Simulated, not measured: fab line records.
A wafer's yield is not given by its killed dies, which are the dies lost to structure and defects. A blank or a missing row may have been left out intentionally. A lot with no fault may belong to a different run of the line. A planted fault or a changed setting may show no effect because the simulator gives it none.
Which tool did it? / flow n5 finfet / 29 wafers from 10 lots sampled at 4 of the route's 1938 steps

WHAT THE GAUGES SHOWED, per wafer
N5_BEOL_M7_CD_MEAS_18: pitch 80 nm, target cd 40 nm.
lot=L703; measured=day 8 21:29; on=cd sem-03; cd nm (nm)=38.3 39.0 38.5
lot=L704; measured=day 9 01:25; on=cd sem-02; cd nm (nm)=41.5 40.5 41.1
lot=L705; measured=day 9 17:19; on=cd sem-02; cd nm (nm)=39.5 39.9
lot=L712; measured=day 11 07:47; on=cd sem-03; cd nm (nm)=39.3 38.0 39.7
lot=L713; measured=day 12 20:44; on=cd sem-01; cd nm (nm)=40.1 40.1 39.5
lot=L716; measured=day 12 20:52; on=cd sem-01; cd nm (nm)=40.0 38.4 39.8
lot=L717; measured=day 12 21:03; on=cd sem-01; cd nm (nm)=41.8 40.9 40.9
lot=L719; measured=day 13 00:23; on=cd sem-01; cd nm (nm)=41.3 40.4 41.8
lot=L720; measured=day 13 22:41; on=cd sem-03; cd nm (nm)=39.0 39.4 39.6
lot=L723; measured=day 14 23:51; on=cd sem-01; cd nm (nm)=39.9 38.7 38.9

N5_BEOL_M7_CD_MEAS_28: the cd target is 40 nm.
lot=L703; measured=day 8 21:58; on=cd sem-01; cd nm (nm)=39.65 40.13 40.08
lot=L704; measured=day 9 07:26; on=cd sem-03; cd nm (nm)=40.15 40.28 40.00
lot=L705; measured=day 9 18:34; on=cd sem-01; cd nm (nm)=39.64 40.04
lot=L712; measured=day 11 10:37; on=cd sem-02; cd nm (nm)=41.75 42.00 42.14
lot=L713; measured=day 12 22:14; on=cd sem-01; cd nm (nm)=40.22 40.09 40.20
lot=L716; measured=day 12 22:24; on=cd sem-03; cd nm (nm)=42.03 41.38 42.00
lot=L717; measured=day 12 21:52; on=cd sem-01; cd nm (nm)=39.87 40.15 39.85
lot=L719; measured=day 13 00:55; on=cd sem-03; cd nm (nm)=40.13 39.80 39.82
lot=L720; measured=day 14 00:53; on=cd sem-02; cd nm (nm)=40.47 39.97 40.16
lot=L723; measured=day 15 03:32; on=cd sem-03; cd nm (nm)=39.96 39.82 39.78

EACH LOT AND THE TOOL THAT RAN IT (in order: tool; ch and the chambers of the sampled wafers; start)
lot=L703; N5_BEOL_M7_ETCH_62=rie diel-02 ch 2,3, day 8 21:06; N5_BEOL_M7_EXPOSE_25=euv scanner-02 ch 0, day 8 21:50
lot=L704; N5_BEOL_M7_ETCH_62=rie diel-06 ch 0,2, day 9 01:03; N5_BEOL_M7_EXPOSE_25=euv scanner-01 ch 0, day 9 07:19
lot=L705; N5_BEOL_M7_ETCH_62=rie diel-06 ch 0,1, day 9 16:50; N5_BEOL_M7_EXPOSE_25=euv scanner-01 ch 0, day 9 18:27
lot=L712; N5_BEOL_M7_ETCH_62=rie diel-04 ch 1,2,3, day 11 07:20; N5_BEOL_M7_EXPOSE_25=euv scanner-01 ch 0, day 11 10:28
lot=L713; N5_BEOL_M7_ETCH_62=rie diel-04 ch 0,2, day 12 20:19; N5_BEOL_M7_EXPOSE_25=euv scanner-02 ch 0, day 12 22:07
lot=L716; N5_BEOL_M7_ETCH_62=rie diel-06 ch 0,2, day 12 20:30; N5_BEOL_M7_EXPOSE_25=euv scanner-01 ch 0, day 12 22:16
lot=L717; N5_BEOL_M7_ETCH_62=rie diel-04 ch 0,2, day 12 20:41; N5_BEOL_M7_EXPOSE_25=euv scanner-02 ch 0, day 12 21:44
lot=L719; N5_BEOL_M7_ETCH_62=rie diel-04 ch 0,1,3, day 12 23:58; N5_BEOL_M7_EXPOSE_25=euv scanner-02 ch 0, day 13 00:48
lot=L720; N5_BEOL_M7_ETCH_62=rie diel-04 ch 2,3, day 13 22:17; N5_BEOL_M7_EXPOSE_25=euv scanner-02 ch 0, day 14 00:46
lot=L723; N5_BEOL_M7_ETCH_62=rie diel-04 ch 0,2,3, day 14 23:29; N5_BEOL_M7_EXPOSE_25=euv scanner-02 ch 0, day 15 03:25
- N5_BEOL_M7_ETCH_62: etches SOC in N2/H2, target depth 110 nm, overetch 22 nm, time 165 s.
- N5_BEOL_M7_EXPOSE_25: exposes mask V6, target cd 40 nm.

WHAT THE TOOLS THEMSELVES READ (means of the sampled wafers that have a number; where no wafer has one, the mark that the record gives instead)
N5_BEOL_M7_ETCH_62.
lot=L703; tool=rie diel-02; drypump motor current A (A)=5.7; oes product au (a.u.)=0.76; rf vpp V (V)=525.1; showerhead plenum p Torr (Torr)=2.63; throttle valve pct (%)=17.93
lot=L704; tool=rie diel-06; drypump motor current A (A)=5.9; oes product au (a.u.)=0.64; rf vpp V (V)=524.9; showerhead plenum p Torr (Torr)=2.59; throttle valve pct (%)=17.94
lot=L705; tool=rie diel-06; drypump motor current A (A)=5.5; oes product au (a.u.)=0.66; rf vpp V (V)=524.6; showerhead plenum p Torr (Torr)=2.57; throttle valve pct (%)=18.02
lot=L712; tool=rie diel-04; drypump motor current A (A)=5.4; oes product au (a.u.)=0.60; rf vpp V (V)=522.9; showerhead plenum p Torr (Torr)=2.51; throttle valve pct (%)=17.94
lot=L713; tool=rie diel-04; drypump motor current A (A)=5.7; oes product au (a.u.)=0.67; rf vpp V (V)=520.5; showerhead plenum p Torr (Torr)=2.45; throttle valve pct (%)=17.77
lot=L716; tool=rie diel-06; drypump motor current A (A)=5.8; oes product au (a.u.)=0.61; rf vpp V (V)=526.2; showerhead plenum p Torr (Torr)=2.61; throttle valve pct (%)=18.04
lot=L717; tool=rie diel-04; drypump motor current A (A)=5.7; oes product au (a.u.)=0.67; rf vpp V (V)=521.7; showerhead plenum p Torr (Torr)=2.45; throttle valve pct (%)=17.79
lot=L719; tool=rie diel-04; drypump motor current A (A)=5.4; oes product au (a.u.)=0.70; rf vpp V (V)=523.4; showerhead plenum p Torr (Torr)=2.53; throttle valve pct (%)=17.80
lot=L720; tool=rie diel-04; drypump motor current A (A)=5.6; oes product au (a.u.)=0.59; rf vpp V (V)=521.7; showerhead plenum p Torr (Torr)=2.47; throttle valve pct (%)=17.84
lot=L723; tool=rie diel-04; drypump motor current A (A)=5.6; oes product au (a.u.)=0.62; rf vpp V (V)=523.0; showerhead plenum p Torr (Torr)=2.49; throttle valve pct (%)=17.87

N5_BEOL_M7_EXPOSE_25.
lot=L703; tool=euv scanner-02; exposure dose mJ cm2=42.39
lot=L704; tool=euv scanner-01; exposure dose mJ cm2=42.46
lot=L705; tool=euv scanner-01; exposure dose mJ cm2=42.51
lot=L712; tool=euv scanner-01; exposure dose mJ cm2=47.16
lot=L713; tool=euv scanner-02; exposure dose mJ cm2=42.31
lot=L716; tool=euv scanner-01; exposure dose mJ cm2=45.40
lot=L717; tool=euv scanner-02; exposure dose mJ cm2=42.44
lot=L719; tool=euv scanner-02; exposure dose mJ cm2=42.39
lot=L720; tool=euv scanner-02; exposure dose mJ cm2=42.35
lot=L723; tool=euv scanner-02; exposure dose mJ cm2=42.38

THE ANSWER, worked out from the rows above alone
Rule: what is usual is taken from the lots themselves. Put in order of their means at a reading, lots are off if they are a third of the lots or fewer, leave a main group of 4 or more, and stand apart from it by a gap of 3 or more times the standard deviation of the main group's means; of several such gaps the widest counts. A main group is skipped when, at the precision printed for the reading in the tables above, its means are all equal. Also off: a lot with no number at a reading for which 4 or more lots have one. Any other lot the step has rows for is counted as sound. Order of review: gauges by route order, followed by the tools' own readings, for which a lot's mean as printed above is used. At the first step where some lot is off, the reading lying furthest off is the one used; lots without a number count as furthest.
Off at N5_BEOL_M7_CD_MEAS_28 (cd nm): L712, L716. For the main group the mean is 40.00 nm and the standard deviation 0.14.
If a tool, at a process step before that reading, ran all the lots that are off and no sound lot after the first of them, it fits. Not tried: the gauges at N5_BEOL_M7_CD_MEAS_28; whatever is off there is also off at N5_BEOL_M7_EXPOSE_25, on other tools, and gauge error can't account for it. One candidate fits, namely euv scanner-01 at N5_BEOL_M7_EXPOSE_25. A fault onset in the window from L705 (day 9 18:27, its last sound lot) to L712 (day 11 10:28, its first lot off) fits.
The tool's own readings at N5_BEOL_M7_EXPOSE_25 bear it out: on the lots that are off they differ by more than 5 times the standard deviation of the sound lots' means. exposure dose mJ cm2 reads 46.28 there against 42.40 on the sound lots.

WHAT THE SIMULATOR HAD INSERTED
Process parameters drifting: euv scanner-01 at N5_BEOL_M7_EXPOSE_25, beginning at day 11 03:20. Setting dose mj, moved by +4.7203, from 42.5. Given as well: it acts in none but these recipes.
Lots struck among those shown: L712, L716. The rule given above showed the same thing.
